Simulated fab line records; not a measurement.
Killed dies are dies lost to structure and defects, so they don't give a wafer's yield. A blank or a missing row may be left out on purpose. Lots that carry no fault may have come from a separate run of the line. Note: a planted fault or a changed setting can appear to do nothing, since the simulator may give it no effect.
Matching of chambers + flow n5 finfet + rie diel-04 running N5_BEOL_M4_STRIP_19: 4 sister chambers
The step strips in O2. 4 wafers are shown with their chamber, then 8 later ones without.

== WAFERS PAIRED WITH THEIR CHAMBERS ==
| wafer  | chamber | showerhead plenum p Torr (Torr) |
|--------|---------|---------------------------------|
| L081.5 | 2       | 1.98                            |
| L081.6 | 1       | 2.11                            |
| L084.1 | 0       | 1.98                            |
| L092.3 | 3       | 2.16                            |

== WAFERS WITHOUT THEIR CHAMBER ==
| wafer  | showerhead plenum p Torr (Torr) |
|--------|---------------------------------|
| L092.5 | 2.24                            |
| L092.6 | 2.10                            |
| L091.1 | 1.98                            |
| L091.2 | 2.24                            |
| L091.6 | 1.98                            |
| L094.2 | 2.10                            |
| L094.3 | 2.24                            |
| L094.6 | 2.10                            |

== EACH ONE'S CHAMBER ==
| wafer  | from the rows above     | in truth |
|--------|-------------------------|----------|
| L092.5 | can't be placed: 3 or 1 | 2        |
| L092.6 | can't be placed: 1 or 3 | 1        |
| L091.1 | can't be placed: 0 or 2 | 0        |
| L091.2 | can't be placed: 3 or 1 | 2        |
| L091.6 | can't be placed: 0 or 2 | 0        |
| L094.2 | can't be placed: 1 or 3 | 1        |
| L094.3 | can't be placed: 3 or 1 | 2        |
| L094.6 | can't be placed: 1 or 3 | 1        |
Placed correctly: 0 of 8. Cannot be placed on the basis of these rows: 8; the candidates contain the true chamber in 5. Placed wrongly: 0.
How it was worked out, from the rows above alone: a wafer's distance from a chamber is the root of the sum, over the readings, of the square of ((its reading less the chamber's mean) divided by the reading's scatter). If the next closest chamber is less than 2 further off than the closest, the wafer can't be placed; otherwise it belongs to the closest. Each chamber's mean is taken over the wafers shown for it. The scatter: root of mean squared gap, hidden wafer to nearest shown wafer, with one shown wafer a chamber.
